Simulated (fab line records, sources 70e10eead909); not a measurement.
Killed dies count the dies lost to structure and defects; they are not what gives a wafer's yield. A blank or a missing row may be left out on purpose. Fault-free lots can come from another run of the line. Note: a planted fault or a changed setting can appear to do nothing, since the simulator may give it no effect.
Chamber matching	flow nandHarc	NHARC_A_WL_FILL_ALD_02 on aldMetal-01: 4 sister chambers
The step deposits TiN, target thk 2 nm, pulse time 3 s, ald cycles 100. 8 wafers are shown with their chamber, then 10 later ones without.

WAFERS, EACH WITH ITS CHAMBER
wafer	chamber	heaterPowerW (W)	precursorPulseHeightRel
L083.1	2	959	1.017
L083.2	1	1013	1.047
L085.4	0	1131	0.970
L084.2	2	996	1.011
L084.3	3	1136	0.998
L084.6	1	1000	1.010
L087.1	3	1093	0.984
L087.2	0	1124	1.007

WAFERS WITH NO CHAMBER GIVEN
wafer	heaterPowerW (W)	precursorPulseHeightRel
L087.4	978	1.014
L089.1	1014	0.979
L089.2	1138	1.006
L089.6	971	1.000
L091.2	960	0.972
L091.3	1136	0.989
L091.4	997	0.988
L092.2	1169	0.999
L092.3	1016	1.027
L092.4	969	0.994

CHAMBER TAKEN BY EACH
wafer	from the rows above	in truth
L087.4	can't be placed: 2 or 1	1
L089.1	can't be placed: 2 or 1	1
L089.2	can't be placed: 0 or 3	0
L089.6	can't be placed: 2 or 1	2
L091.2	can't be placed: 2 or 1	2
L091.3	can't be placed: 0 or 3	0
L091.4	can't be placed: 2 or 1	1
L092.2	can't be placed: 0 or 3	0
L092.3	can't be placed: 1 or 2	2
L092.4	can't be placed: 2 or 1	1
Correct placement for 0 of the 10. Not placeable from these rows: 10 (in 10, the candidates include the true chamber). 0 placed wrongly.
How it was worked out, from the rows above alone: a wafer's distance from a chamber is the root of the sum, over the readings, of the square of ((its reading less the chamber's mean) divided by the reading's scatter). The wafer belongs to the nearest chamber; if the next one is less than 2 further off, it can't be placed. Each chamber's mean is taken over the wafers shown for it. The scatter: the root of (the sum of the squares of (reading less its chamber's mean) over the shown wafers, divided by (wafers less chambers)).
